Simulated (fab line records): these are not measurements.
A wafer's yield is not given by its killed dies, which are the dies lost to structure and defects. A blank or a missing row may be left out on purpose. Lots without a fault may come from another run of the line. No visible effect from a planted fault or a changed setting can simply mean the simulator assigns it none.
Chamber matching + flow nandHarc + 4 sister chambers for NHARC_A_M1_ETCH_15 on rieDiel-02
The step etches the open film in C4F8/Ar, target depth 182.5 nm, time 91.2 s. 4 wafers are shown with their chamber, then 7 later ones without.

WAFERS, EACH WITH ITS CHAMBER
| wafer  | chamber | runLengthS (s) |
|--------|---------|----------------|
| L197.2 | 0       | 112.3          |
| L204.6 | 1       | 111.9          |
| L203.1 | 3       | 113.0          |
| L203.2 | 2       | 112.8          |

WAFERS WITH NO CHAMBER GIVEN
| wafer  | runLengthS (s) |
|--------|----------------|
| L203.3 | 112.3          |
| L205.4 | 113.1          |
| L205.5 | 111.9          |
| L205.6 | 112.6          |
| L207.3 | 112.2          |
| L207.4 | 112.7          |
| L207.5 | 112.6          |

WHICH CHAMBER EACH ONE RAN IN
| wafer  | from the rows above          | in truth                   |
|--------|------------------------------|----------------------------|
| L203.3 | 0                            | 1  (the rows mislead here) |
| L205.4 | can't be placed: 3 or 2      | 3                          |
| L205.5 | 1                            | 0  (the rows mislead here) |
| L205.6 | can't be placed: 2 or 0 or 3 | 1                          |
| L207.3 | can't be placed: 0 or 1      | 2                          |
| L207.4 | can't be placed: 2 or 3      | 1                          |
| L207.5 | can't be placed: 2 or 0 or 3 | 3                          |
Placed correctly: 0 of 7. Can't be placed from these rows: 5 (the true chamber is among the candidates in 2). Wrongly placed: 2.
How it was worked out, from the rows above alone: a wafer's distance from a chamber is the root of the sum, over the readings, of the square of ((its reading less the chamber's mean) divided by the reading's scatter). If the next closest chamber is less than 2 further off than the closest, the wafer can't be placed; otherwise it belongs to the closest. A chamber's mean is the mean of its shown wafers. The scatter: root of mean squared gap, hidden wafer to nearest shown wafer, with one shown wafer a chamber.
